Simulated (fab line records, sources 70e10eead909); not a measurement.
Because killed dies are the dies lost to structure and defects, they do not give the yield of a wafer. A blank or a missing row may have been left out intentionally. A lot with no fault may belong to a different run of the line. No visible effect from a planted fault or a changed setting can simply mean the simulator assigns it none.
Which tool is to blame? || flow nandHarc || route of 1302 steps, sampled at 1 step: 7 lots, 21 wafers

## WHAT THE GAUGES SHOWED, per wafer
NHARC_A_M0_OVL_MEAS_10: pitch 160 nm.
{"lot": "L984", "measured": "day 23 12:39", "on": "overlay-02", "overlayXNm (nm)": "0.2 0.1 0.3"}
{"lot": "L988", "measured": "day 24 05:19", "on": "overlay-01", "overlayXNm (nm)": "-1.1 -1.1 -1.0"}
{"lot": "L990", "measured": "day 26 14:28", "on": "overlay-01", "overlayXNm (nm)": "0.5 -0.2 -0.1"}
{"lot": "L994", "measured": "day 27 12:41", "on": "overlay-02", "overlayXNm (nm)": "-1.5 -0.9 -1.0"}
{"lot": "L996", "measured": "day 28 07:23", "on": "overlay-01", "overlayXNm (nm)": "1.0 1.0 0.8"}
{"lot": "L999", "measured": "day 29 14:20", "on": "overlay-01", "overlayXNm (nm)": "0.8 1.0 1.1"}
{"lot": "L105", "measured": "day 32 03:53", "on": "overlay-01", "overlayXNm (nm)": "-1.0 -0.1 0.0"}

## TOOL THAT RAN EACH LOT (tool first, then ch and the chambers of the sampled wafers, then the start)
There is no process step in the record ahead of these readings.

## THE ANSWER, worked out from the rows above alone
Rule: the usual values come from the lots themselves. The widest of any qualifying gaps counts: lots, ordered by their means at a reading, are off when they make up no more than a third of the lots, leave a main group of 4 or more, and stand apart from it by 3 or more times the standard deviation of that group's means. The tables above print the reading to a certain number of digits; a main group whose means all agree to those digits is not used. A lot without any number at a reading at which 4 lots or more have one is off too. All remaining lots with rows at the step are treated as sound.
Across all readings shown, no lot is off: no conclusion can be drawn from this.

## WHAT THE SIMULATOR HAD INSERTED
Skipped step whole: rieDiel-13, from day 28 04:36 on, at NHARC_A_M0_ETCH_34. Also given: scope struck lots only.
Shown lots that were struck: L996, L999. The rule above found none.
